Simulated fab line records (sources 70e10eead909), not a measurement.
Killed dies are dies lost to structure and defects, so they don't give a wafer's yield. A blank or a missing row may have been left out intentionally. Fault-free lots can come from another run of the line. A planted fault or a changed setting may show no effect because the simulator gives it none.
fab line records -- flow nand_harc
record: lots: 14, wafers: 42, last_day: 24
route steps=1159 shown P_M2@348 P_BONDPAD@352
lots untouched by any fault: they come from a run of this same line in which no faults occurred
start_h: hours from the record's opening day to when the first of the lot's shown wafers began -- wait_h: hours elapsed since this lot's preceding step -- " the same as in the row above -- L1.1+2: a single row standing in for several wafers -- - value missing, or start not given -- * or withheld: withheld -- < > ~ a bound
route shown NAME@n: NAME is a module with steps in the file, n the number in the route of the first one -- usual: the fault-free wafers' mean and standard deviation -- same: alike in all rows -- chamber/n: place in a boat -- sites: readings site by site -- _std_site: how widely they spread, as a standard deviation -- _edge_site: the outer-site mean with the inner-site mean subtracted -- radius_mm: for every site, how far away it sits from the centre of the wafer -- mask NAME#n: copy n -- behind: the most recent tool/chamber to have shaped the wafer -- hold: why the lot was held/for how many hours/how that ended -- device: the transistor (n, p or np) that didn't switch -- end of line: tests of these same wafers at the route's end -- for a step that has no rows: nothing shown but its recipe -- killed: not the wafer's yield, but the dies lost to structure and defects at the first sort -- map: shows each die of a wafer: x if killed, . if not, _ if none is there
set.NAME: the setting as run; set.NAME@STEP: as run at that earlier step -- model.NAME: the simulator's own value behind a step, which no gauge read
a sample of lots followed through the steps of the route, with each step as a table and each wafer as a row
services: from which hour (start_h, from the record's first day; less than 0 if before it) a tool's chamber was out of use, for how many hours, and why
== steps ==
step: NHARC_P_M2_INSPECT_27
usual: raw_defect_count: 333/130
lot.wafer,tool,chamber,start_h,wait_h,raw_defect_count
L626.1,defect_inspect-02,-,134.25,0.0,630
L626.5,defect_inspect-02,-,134.25,0.0,441
L626.6,defect_inspect-02,-,134.25,0.0,882
L627.2,defect_inspect-02,-,135.39,0.0,288
L627.3,defect_inspect-02,-,135.39,0.0,416
L627.4,defect_inspect-02,-,135.39,0.0,418
L628.1,defect_inspect-02,-,136.67,0.0,293
L628.2,defect_inspect-02,-,136.67,0.0,235
L628.4,defect_inspect-02,-,136.67,0.0,336
L629.2,defect_inspect-02,-,149.67,0.0,361
L629.3,defect_inspect-02,-,149.67,0.0,257
L629.5,defect_inspect-02,-,149.67,0.0,251
L630.3,defect_inspect-01,-,150.02,0.0,446
L630.5,defect_inspect-01,-,150.02,0.0,411
L630.6,defect_inspect-01,-,150.02,0.0,292
L631.2,defect_inspect-01,-,151.00,0.0,339
L631.3,defect_inspect-01,-,151.00,0.0,251
L631.6,defect_inspect-01,-,151.00,0.0,424
L638.3,defect_inspect-02,-,203.19,0.0,162
L638.4,defect_inspect-02,-,203.19,0.0,130
L638.5,defect_inspect-02,-,203.19,0.0,131
L640.1,defect_inspect-02,-,206.08,0.0,337
L640.4,defect_inspect-02,-,206.08,0.0,308
L640.5,defect_inspect-02,-,206.08,0.0,325
L643.2,defect_inspect-02,-,231.29,0.0,445
L643.3,defect_inspect-02,-,231.29,0.0,609
L643.4,defect_inspect-02,-,231.29,0.0,618
L645.1,defect_inspect-02,-,238.52,0.0,222
L645.5,defect_inspect-02,-,238.52,0.0,283
L645.6,defect_inspect-02,-,238.52,0.0,185
L646.1,defect_inspect-02,-,238.82,0.0,255
L646.4,defect_inspect-02,-,238.82,0.0,347
L646.6,defect_inspect-02,-,238.82,0.0,206
L647.2,defect_inspect-01,-,254.90,0.0,167
L647.3,defect_inspect-01,-,254.90,0.0,209
L647.6,defect_inspect-01,-,254.90,0.0,298
L649.2,defect_inspect-02,-,264.53,0.0,302
L649.3,defect_inspect-02,-,264.53,0.0,253
L649.5,defect_inspect-02,-,264.53,0.0,356
L648.3,defect_inspect-02,-,266.59,0.0,405
L648.4,defect_inspect-02,-,266.59,0.0,284
L648.6,defect_inspect-02,-,266.59,0.0,408
step: NHARC_P_BONDPAD_CMP_32
recipe: target_thk_nm: 200, material: SiCN
usual: motor_current_A: 12.2/1.1, retaining_ring_pressure_frac: 1.001/0.0048
lot.wafer,tool,chamber,start_h,wait_h,motor_current_A,retaining_ring_pressure_frac
L626.1,cmp-03,0,135.47,-,13.3,0.996
L626.5,cmp-03,1,135.47,-,10.8,1.003
L626.6,cmp-03,2,135.47,-,14.2,1.003
L627.4,cmp-03,2,136.70,0.4,14.2,1.001
L627.3,cmp-03,0,136.70,0.4,14.4,1.003
L627.2,cmp-03,1,136.70,0.4,10.8,1.002
L628.4,cmp-03,3,138.05,0.3,11.4,1.002
L628.2,cmp-03,0,138.05,0.3,12.9,0.997
L628.1,cmp-03,2,138.05,0.3,14.9,0.999
L629.2,cmp-04,3,150.64,-,10.6,0.998
L629.3,cmp-04,0,150.64,-,12.3,1.010
L629.5,cmp-04,3,150.64,-,10.7,0.991
L630.3,cmp-02,3,150.99,-,12.2,0.995
L630.5,cmp-02,2,150.99,-,12.4,0.994
L630.6,cmp-02,3,150.99,-,12.8,1.001
L631.2,cmp-02,0,151.99,-,12.4,0.998
L631.3,cmp-02,1,151.99,-,11.2,0.995
L631.6,cmp-02,0,151.99,-,12.4,1.004
L638.3,cmp-02,2,204.14,-,13.4,1.005
L638.4,cmp-02,1,204.14,-,11.9,0.998
L638.5,cmp-02,2,204.14,-,13.2,0.997
L640.4,cmp-02,0,207.05,-,12.2,1.001
L640.1,cmp-02,2,207.05,-,12.3,0.995
L640.5,cmp-02,0,207.05,-,12.1,0.998
L643.4,cmp-03,1,232.26,-,10.7,1.000
L643.2,cmp-03,2,232.26,-,14.4,0.995
L643.3,cmp-03,0,232.26,-,14.7,1.000
L645.1,cmp-02,0,239.49,-,12.4,0.997
L645.5,cmp-02,3,239.49,-,12.7,1.012
L645.6,cmp-02,0,239.49,-,12.1,0.993
L646.4,cmp-02,1,239.83,-,11.2,0.992
L646.1,cmp-02,3,239.83,-,13.3,0.998
L646.6,cmp-02,1,239.83,-,11.0,0.998
L647.3,cmp-02,2,255.93,-,12.4,1.002
L647.2,cmp-02,3,255.93,-,13.2,1.004
L647.6,cmp-02,2,255.93,-,12.8,1.008
L649.3,cmp-02,1,265.52,-,11.5,1.002
L649.2,cmp-02,2,265.52,-,11.7,0.986
L649.5,cmp-02,0,265.52,-,12.4,1.007
L648.3,cmp-02,2,267.58,-,12.6,0.999
L648.4,cmp-02,3,267.58,-,13.3,1.005
L648.6,cmp-02,1,267.58,-,11.3,0.995
step: NHARC_P_BONDPAD_CD_MEAS_09
recipe: target_cd_nm: 500, landing_energy_ev: 500
usual: cd_nm: 500.3/2.7
same: landing_energy_ev: 500
lot.wafer,tool,chamber,start_h,wait_h,cd_nm
L626.1,cd_sem-03,0,136.21,-,499.6
L626.5,cd_sem-03,0,136.21,-,497.5
L626.6,cd_sem-03,0,136.21,-,500.6
L627.2,cd_sem-03,0,137.39,-,503.9
L627.3,cd_sem-03,0,137.39,-,501.2
L627.4,cd_sem-03,0,137.39,-,500.5
L628.1,cd_sem-02,0,138.87,-,502.4
L628.2,cd_sem-02,0,138.87,-,502.6
L628.4,cd_sem-02,0,138.87,-,500.5
L629.2,cd_sem-02,0,151.43,-,500.4
L629.3,cd_sem-02,0,151.43,-,504.7
L629.5,cd_sem-02,0,151.43,-,498.6
L630.3,cd_sem-01,0,151.67,-,499.7
L630.5,cd_sem-01,0,151.67,-,498.3
L630.6,cd_sem-01,0,151.67,-,496.8
L631.2,cd_sem-01,0,152.67,-,497.8
L631.3,cd_sem-01,0,152.67,-,500.8
L631.6,cd_sem-01,0,152.67,-,499.7
L638.3,cd_sem-02,0,205.08,-,498.7
L638.4,cd_sem-02,0,205.08,-,497.1
L638.5,cd_sem-02,0,205.08,-,499.4
L640.1,cd_sem-02,0,207.86,-,498.7
L640.4,cd_sem-02,0,207.86,-,504.3
L640.5,cd_sem-02,0,207.86,-,500.5
L643.2,cd_sem-03,0,233.08,-,501.9
L643.3,cd_sem-03,0,233.08,-,498.8
L643.4,cd_sem-03,0,233.08,-,502.0
L645.1,cd_sem-02,0,240.28,-,497.7
L645.5,cd_sem-02,0,240.28,-,498.3
L645.6,cd_sem-02,0,240.28,-,496.7
L646.1,cd_sem-03,0,240.63,-,502.1
L646.4,cd_sem-03,0,240.63,-,502.4
L646.6,cd_sem-03,0,240.63,-,503.5
L647.2,cd_sem-02,0,256.61,-,498.5
L647.3,cd_sem-02,0,256.61,-,496.7
L647.6,cd_sem-02,0,256.61,-,496.8
L649.2,cd_sem-03,0,266.31,-,501.7
L649.3,cd_sem-03,0,266.31,-,502.0
L649.5,cd_sem-03,0,266.31,-,502.0
L648.3,cd_sem-03,0,268.23,-,499.9
L648.4,cd_sem-03,0,268.23,-,496.2
L648.6,cd_sem-03,0,268.23,-,504.4
step: NHARC_P_BONDPAD_PVD_17
recipe: target_thk_a: 50, bias_v: 168.6, power_w: 15000, chamber_pressure_pa: 0.12, time_s: 8.06, substrate_temp_c: 50, material: TaN
usual: bias_v: 168.5/1.5, cathode_dc_power_W: 15000/2.8, throttle_valve_pct: 29.9/0.94
lot.wafer,tool,chamber,start_h,wait_h,bias_v,cathode_dc_power_W,throttle_valve_pct
L626.1,pvd_sputter-02,-,137.59,-,167.0,15002,31.0
L626.6,pvd_sputter-02,-,137.59,-,167.5,14999,31.1
L626.5,pvd_sputter-02,-,137.59,-,167.4,14999,28.7
L627.3,pvd_sputter-02,-,138.71,-,168.0,14998,28.7
L627.4,pvd_sputter-02,-,138.71,-,170.7,15002,30.1
L627.2,pvd_sputter-02,-,138.71,-,168.0,15001,31.4
L628.2,pvd_sputter-02,-,140.18,-,169.7,14999,29.2
L628.1,pvd_sputter-02,-,140.18,-,167.1,14997,30.6
L628.4,pvd_sputter-02,-,140.18,-,170.3,14998,30.0
L629.2,pvd_sputter-02,-,152.85,-,168.8,15000,30.9
L629.3,pvd_sputter-02,-,152.85,-,168.7,15002,30.6
L629.5,pvd_sputter-02,-,152.85,-,168.0,14999,30.0
L630.3,pvd_sputter-02,-,153.76,-,169.3,15004,28.7
L630.5,pvd_sputter-02,-,153.76,-,169.2,15007,28.8
L630.6,pvd_sputter-02,-,153.76,-,168.3,14998,30.5
L631.2,pvd_sputter-02,-,154.10,-,170.1,15002,28.7
L631.3,pvd_sputter-02,-,154.10,-,168.0,15002,30.1
L631.6,pvd_sputter-02,-,154.10,-,170.4,14999,28.7
L638.4,pvd_sputter-01,-,206.48,-,-,-,-
L638.3,pvd_sputter-01,-,206.48,-,-,-,-
L638.5,pvd_sputter-01,-,206.48,-,-,-,-
L640.4,pvd_sputter-02,-,209.13,-,-,-,-
L640.1,pvd_sputter-02,-,209.13,-,-,-,-
L640.5,pvd_sputter-02,-,209.13,-,-,-,-
L643.4,pvd_sputter-02,-,234.35,-,169.1,15002,28.7
L643.3,pvd_sputter-02,-,234.35,-,167.5,14997,30.7
L643.2,pvd_sputter-02,-,234.35,-,167.4,14999,30.1
L645.1,pvd_sputter-03,-,241.60,-,170.5,15001,30.2
L645.6,pvd_sputter-03,-,241.60,-,167.5,15000,29.7
L645.5,pvd_sputter-03,-,241.60,-,166.9,15000,31.0
L646.1,pvd_sputter-01,-,241.90,-,169.1,14998,29.2
L646.4,pvd_sputter-01,-,241.90,-,169.6,14998,29.1
L646.6,pvd_sputter-01,-,241.90,-,169.2,15001,29.3
L647.3,pvd_sputter-02,-,257.89,-,168.2,15001,29.8
L647.2,pvd_sputter-02,-,257.89,-,166.1,15000,28.4
L647.6,pvd_sputter-02,-,257.89,-,167.4,14998,28.8
L649.3,pvd_sputter-02,-,267.57,-,167.7,14995,28.5
L649.2,pvd_sputter-02,-,267.57,-,169.4,14998,29.7
L649.5,pvd_sputter-02,-,267.57,-,170.6,14999,31.2
L648.3,pvd_sputter-01,-,269.52,-,167.4,14999,31.4
L648.4,pvd_sputter-01,-,269.52,-,167.8,15005,29.2
L648.6,pvd_sputter-01,-,269.52,-,168.8,14994,30.7
== services ==
tool,chamber,start_h,hours,kind
pvd_sputter-03,-,136.77,1.8,repair
cmp-03,-,156.11,4.0,pm
pvd_sputter-01,-,158.00,10.0,pm
cmp-03,-,160.11,-,consumable_replace:conditioner
cmp-03,-,160.11,-,consumable_replace:pad
cmp-03,-,171.35,2.6,repair
cmp-02,-,173.01,4.0,pm
cmp-02,-,177.01,-,consumable_replace:conditioner
cmp-02,-,177.01,-,consumable_replace:pad
cmp-04,-,198.58,2.2,repair
pvd_sputter-03,-,201.02,6.9,repair
cmp-04,-,202.03,1.2,repair
cmp-02,-,204.55,1.7,repair
pvd_sputter-02,-,206.51,0.8,repair
cmp-04,-,207.20,-,consumable_replace:conditioner
cmp-04,-,207.20,-,consumable_replace:pad
pvd_sputter-02,-,214.01,10.0,pm
cmp-03,-,216.21,0.3,repair
cmp-03,-,223.91,0.5,repair
cmp-04,-,225.27,1.4,repair
cmp-03,-,238.10,1.6,repair
cmp-03,-,253.79,0.4,repair
cmp-03,-,258.17,-,consumable_replace:conditioner
cmp-03,-,258.17,-,consumable_replace:pad
== key ==
first_sign: step: NHARC_P_BONDPAD_PVD_17, reading: tool_record, direction: missing
effect none on later readings
met_at NHARC_P_BONDPAD_PVD_17
struck_lots L638,L640
later_rows_left_out L638.3,L638.4,L638.5,L640.1,L640.4,L640.5
sort_left_out L638.3,L638.4,L638.5,L640.1,L640.4,L640.5
not_acting_at NHARC_P_M2_INSPECT_27,NHARC_P_BONDPAD_CMP_32,NHARC_P_BONDPAD_CD_MEAS_09
onset_between 154.10 206.48
fault: kind: skipped_step_whole, tool: pvd_sputter-01,pvd_sputter-02, chamber: -, onset_h: 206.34, steps: NHARC_P_BONDPAD_PVD_17, scope: struck_lots_only
sort_left_out: the simulated sort isn't trusted on such a fault, so these wafers' sort isn't shown, and their yield isn't known
later_rows_left_out: the simulator's readings of these wafers behind a module that went badly wrong aren't trusted and aren't shown, but for the sort
